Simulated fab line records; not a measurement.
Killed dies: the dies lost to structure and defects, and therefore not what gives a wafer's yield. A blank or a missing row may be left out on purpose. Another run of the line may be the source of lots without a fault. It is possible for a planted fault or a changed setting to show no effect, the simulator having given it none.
Lot-split experiment | flow n5 finfet | 21 wafers read across 7 lots, on a route 1938 steps long

SPLIT DETAILS
At N5_DUMMY_GATE_COAT_28 (time 60 s, resist thk 10 nm), the setting spin rpm was moved away from the recipe's 1500 rpm on 9 of the 21 wafers read, by -8.7% to +7.5%. The other wafers ran this setting at the recipe's value.

The split's own step is where the reading is taken.

THE READING
underlayer_of_DUMMY_GATE_COAT_28.thk nm (the simulator's own value, which no gauge read), in nm, at N5_DUMMY_GATE_COAT_28 (time 60 s, resist thk 10 nm). There is no usual value for it anywhere in the file.

wafer  | tool, chamber at the split | spin rpm as run, rpm | against the recipe | underlayer_of_DUMMY_GATE_COAT_28.thk nm, nm | against lot-mates on the recipe
L074.1 | litho track-05, 0          | 1500                 | recipe             | 10                                          | -
L074.2 | litho track-05, 0          | 1500                 | recipe             | 10                                          | -
L074.5 | litho track-05, 0          | 1408                 | -6.1%              | 10.4                                        | +0.4
L081.1 | litho track-03, 0          | 1500                 | recipe             | 10                                          | -
L081.5 | litho track-03, 0          | 1500                 | recipe             | 10                                          | -
L081.6 | litho track-03, 0          | 1500                 | recipe             | 10                                          | -
L089.3 | litho track-04, 0          | 1423                 | -5.1%              | 10.2                                        | +0.2
L089.5 | litho track-04, 0          | 1500                 | recipe             | 10                                          | -
L089.6 | litho track-04, 0          | 1500                 | recipe             | 10                                          | -
L090.1 | litho track-03, 0          | 1500                 | recipe             | 10                                          | -
L090.4 | litho track-03, 0          | 1500                 | recipe             | 10                                          | -
L090.2 | litho track-03, 0          | 1596                 | +6.4%              | 9.6                                         | -0.4
L091.2 | litho track-03, 0          | 1500                 | recipe             | 10                                          | -
L091.3 | litho track-03, 0          | 1613                 | +7.5%              | 9.6                                         | -0.4
L091.4 | litho track-03, 0          | 1613                 | +7.5%              | 9.6                                         | -0.4
L093.1 | litho track-03, 0          | 1370                 | -8.7%              | 10.4                                        | no lot-mate on the recipe
L093.3 | litho track-03, 0          | 1370                 | -8.7%              | 10.4                                        | no lot-mate on the recipe
L093.4 | litho track-03, 0          | 1370                 | -8.7%              | 10.4                                        | no lot-mate on the recipe
L096.2 | litho track-03, 0          | 1389                 | -7.4%              | 10.4                                        | +0.4
L096.3 | litho track-03, 0          | 1500                 | recipe             | 10                                          | -
L096.5 | litho track-03, 0          | 1500                 | recipe             | 10                                          | -

THE FIT
A straight line over all 21 wafers: underlayer_of_DUMMY_GATE_COAT_28.thk nm changes by -0.0514 nm for each +1% of spin rpm; r = -0.99; the points scatter about the line by 0.034 nm.
The same after taking each lot's own level away (the mean of its wafers on the recipe; 18 wafers): -0.055 nm for each +1%; r = -0.99; scatter 0.029 nm.
That fit puts the effect of the largest move of spin rpm on the reading at 0.48 nm.
The lots' own levels span 10.00 to 10.00 nm.
Hence the lot-to-lot level has little effect on the slope; both slopes agree.
Check: with one of the wafers moved furthest among these (+7.5%) left out of the fit, the line predicts -0.422 nm for it against its lot-mates. Against them it came out at -0.4 nm.

FURTHER SPLITS ON THESE WAFERS
These wafers also went through other splits before the reading. Each is held against what the fit with the lots' levels taken away leaves over:
other split on the same wafers        | wafers away from the commonest value | r with underlayer_of_DUMMY_GATE_COAT_28.thk nm (lot level and that fit taken away)
N5_WELL_APT_COAT_02 spin rpm          | 7                                    | -0.05
N5_WELL_APT_DESCUM_13 time s          | 8                                    | -0.11
N5_FIN_SAQP_PECVD_47 time s           | 5                                    | -0.11
N5_FIN_SAQP_DEVELOP_15 develop time s | 7                                    | +0.28
N5_FIN_CUT_COAT_02 spin rpm           | 4                                    | +0.21

FILE'S OWN FIT
underlayer_of_DUMMY_GATE_COAT_28.thk nm changes by -0.0555 nm for each +1% of spin rpm, r = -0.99.
